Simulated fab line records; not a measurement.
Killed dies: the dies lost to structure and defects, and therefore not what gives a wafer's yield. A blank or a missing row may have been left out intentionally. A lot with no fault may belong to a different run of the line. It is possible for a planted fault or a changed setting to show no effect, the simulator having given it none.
Chamber matching    flow n5Finfet    rieDiel-03 running N5_BEOL_M6_ETCH_72: 4 sister chambers
The step etches underlayer in N2/H2, target depth 6.5 nm, time 5.2 s. 16 wafers are shown with their chamber, then 8 later ones without.

## WAFERS PAIRED WITH THEIR CHAMBERS
wafer   chamber  showerheadPlenumPTorr (Torr)  drypumpMotorCurrentA (A)  throttleValvePct (%)
L074.4  3        2.53                          5.5                       18.1
L074.5  1        2.43                          5.4                       17.5
L074.6  2        2.69                          5.8                       17.5
L076.1  0        2.61                          5.7                       18.1
L076.3  2        2.69                          5.8                       17.5
L076.5  1        2.43                          5.4                       17.5
L078.1  1        2.43                          5.5                       17.5
L078.3  0        2.61                          5.7                       18.2
L078.5  1        2.43                          5.4                       17.5
L085.2  2        2.68                          5.8                       17.5
L085.4  0        2.60                          5.7                       17.7
L085.5  1        2.42                          5.4                       17.5
L087.1  1        2.42                          5.4                       17.5
L087.2  2        2.68                          5.7                       17.5
L087.3  0        2.60                          5.7                       17.8
L088.1  0        2.60                          5.7                       17.7

SIGNATURES, as means of the wafers listed above
reading                chamber 0  chamber 1  chamber 2  chamber 3  scatter within a chamber
showerheadPlenumPTorr  2.6040     2.4267     2.6850     2.5300     0.00543
drypumpMotorCurrentA   5.700      5.417      5.775      5.500      0.0363
throttleValvePct       17.900     17.500     17.500     18.100     0.135
Rule: a wafer's distance from a chamber is the root of the sum, over the readings, of the square of ((its reading less the chamber's mean) divided by the reading's scatter). If the next closest chamber is less than 2 further off than the closest, the wafer can't be placed; otherwise it belongs to the closest. The scatter: take each reading less its chamber's mean, square it, sum over the shown wafers, divide by the number of wafers less the number of chambers, and take the root.

## WAFERS WITHOUT THEIR CHAMBER
wafer   showerheadPlenumPTorr (Torr)  drypumpMotorCurrentA (A)  throttleValvePct (%)
L088.4  2.52                          5.5                       18.2
L088.5  2.42                          5.4                       17.6
L090.3  2.51                          5.6                       18.2
L090.4  2.67                          5.8                       17.5
L090.6  2.67                          5.8                       17.5
L095.1  2.59                          5.7                       17.8
L095.4  2.67                          5.8                       17.6
L095.5  2.41                          5.5                       17.6

## THE CHAMBER EACH PASSED THROUGH
wafer   from the rows above  in truth
L088.4  3                    3
L088.5  1                    1
L090.3  3                    3
L090.4  2                    2
L090.6  2                    2
L095.1  0                    0
L095.4  2                    2
L095.5  1                    1
8 of 8 placed correctly. Number that these rows cannot place: 0. Number placed wrongly: 0.
